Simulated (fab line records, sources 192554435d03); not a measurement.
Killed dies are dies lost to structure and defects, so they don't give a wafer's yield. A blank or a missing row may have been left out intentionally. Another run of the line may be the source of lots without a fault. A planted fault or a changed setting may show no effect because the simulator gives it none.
Struck lot and sound lot, side by side + flow n5Finfet + 14 steps out of a route of 1938
Sound: these wafers, L914.1, L914.3, L914.4. The struck wafers were L920.3, L920.5, L920.6. The cause is given at the end.
Each step with rows lists, per side, the tool, then ch with its chambers, then its first start. Under that, the readings that differ: sound wafers + struck wafers + difference of the means + sigmas: that difference in standard deviations of wafers without a fault.
alike: readings with means less than 2 such deviations apart, plus words and numbers identical on both sides. not compared: withheld readings, readings lacking a value on some wafer, bounds such as >300 that could conceal the same value, and numbers that have no deviation in the record and whose values overlap.
A row with sigmas, a row that says differs or no value, or rows on one side alone: a step with any of these is where the two part. Non-overlapping numbers with no deviation appear without sigmas and do not part them. Lack of a reading on every wafer of one side parts them only where that side has two or more wafers.

N5_BEOL_M6_OVL_MEAS_29:
  sound on overlay-02 ch 0, day 10 15:58; struck on overlay-02 ch 0, day 13 05:55
  alike: V5_OVL
N5_BEOL_M6_INSPECT_30: inspects for defects (brightfield).
  sound on defectInspect-01, day 10 16:01; struck on defectInspect-02, day 13 05:58
  alike: rawDefectCount
N5_BEOL_M6_DESCUM_33: chemistry O2, time 7 s.
  sound on rieDiel-04 ch 1,2,3, day 10 16:03; struck on rieDiel-04 ch 2,3, day 13 06:02
  alike: biasPowerW, drypumpMotorCurrentA, oesProductAu, rfVppV, showerheadPlenumPTorr, throttleValvePct
  not compared: rfHoursCounterH
N5_BEOL_M6_ETCH_72: etches underlayer in N2/H2, target depth 6.5 nm, time 5.2 s.
  sound on rieDiel-04 ch 1,2,3, day 10 16:05; struck on rieDiel-04 ch 2,3, day 13 06:04
  alike: drypumpMotorCurrentA, etchRfOnTimeS, oesProductAu, rfVppV, showerheadPlenumPTorr, throttleValvePct
  not compared: rfHoursCounterH
then, 1 step without rows for these wafers: N5_BEOL_M6_ETCH_65 (etches SiARC in CF4, target depth 15.6 nm, time 26 s).
N5_BEOL_M6_ETCH_66: etches SOC in N2/H2, target depth 80 nm, overetch 16 nm, time 120 s.
  sound on rieDiel-04 ch 1,2,3, day 10 16:08; struck on rieDiel-04 ch 2,3, day 13 06:07
  alike: drypumpMotorCurrentA, oesProductAu, rfVppV, runLengthS, showerheadPlenumPTorr, throttleValvePct
  not compared: rfHoursCounterH
then, 5 steps without rows for these wafers: N5_BEOL_M6_STRIP_69 (strips in N2/H2); N5_BEOL_M6_STRIP_73 (strips in N2/H2); N5_BEOL_M6_VIA_ETCH_34 (etches SiCOH lowk in C4F6/O2, target depth 126.3 nm, time 50.9 s); N5_BEOL_M6_STRIP_76 (strips in C4F6/O2); N5_BEOL_M6_STRIP_36 (strips in N2/H2).
N5_BEOL_M6_TRENCH_ETCH_37: etches SiCOH lowk in C4F6/O2, target depth 94.435 nm, time 31.5 s.
  sound on rieDiel-04 ch 1,2,3; struck on rieDiel-04 ch 2,3
  alike: drypumpMotorCurrentA, oes_f_703_au, oesProductAu, rfVppV, runLengthS, showerheadPlenumPTorr, throttleValvePct
  not compared: rfHoursCounterH
N5_BEOL_M6_ETCH_41: etches SiCN in CH3F/O2, target depth 29.7 nm, time 52 s.
  sound on rieDiel-04 ch 1,2,3, day 10 16:21; struck on rieDiel-04 ch 2,3, day 13 06:20
| reading                 | sound             | struck           | difference | sigmas |
|-------------------------|-------------------|------------------|------------|--------|
| runLengthS (s)          | 75.1 75.8 75.4    | 83.4 83.1 84.5   | +8.2       | +16    |
| model.etch.depthNm (nm) | 19.29 19.67 20.16 | 22.6 22.56 22.91 | +3.0       |        |
  alike: drypumpMotorCurrentA, oesProductAu, rfVppV, showerheadPlenumPTorr, throttleValvePct
  not compared: rfHoursCounterH
N5_BEOL_M6_STRIP_80: strips in N2/H2, time 10 s.
  sound on rieDiel-04 ch 1,2,3; struck on rieDiel-04 ch 2,3
  alike: biasPowerW, drypumpMotorCurrentA, oesProductAu, rfVppV, showerheadPlenumPTorr, throttleValvePct
  not compared: rfHoursCounterH

## WHERE THEY PART
N5_BEOL_M6_ETCH_41 only, going by this record. Later steps at which nothing parts them and some readings are alike: N5_BEOL_M6_STRIP_80.

WHY: whatever the simulator had introduced
Process parameters drifting: rieDiel-04 at N5_BEOL_M6_ETCH_41, beginning at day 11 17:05. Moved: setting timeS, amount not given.
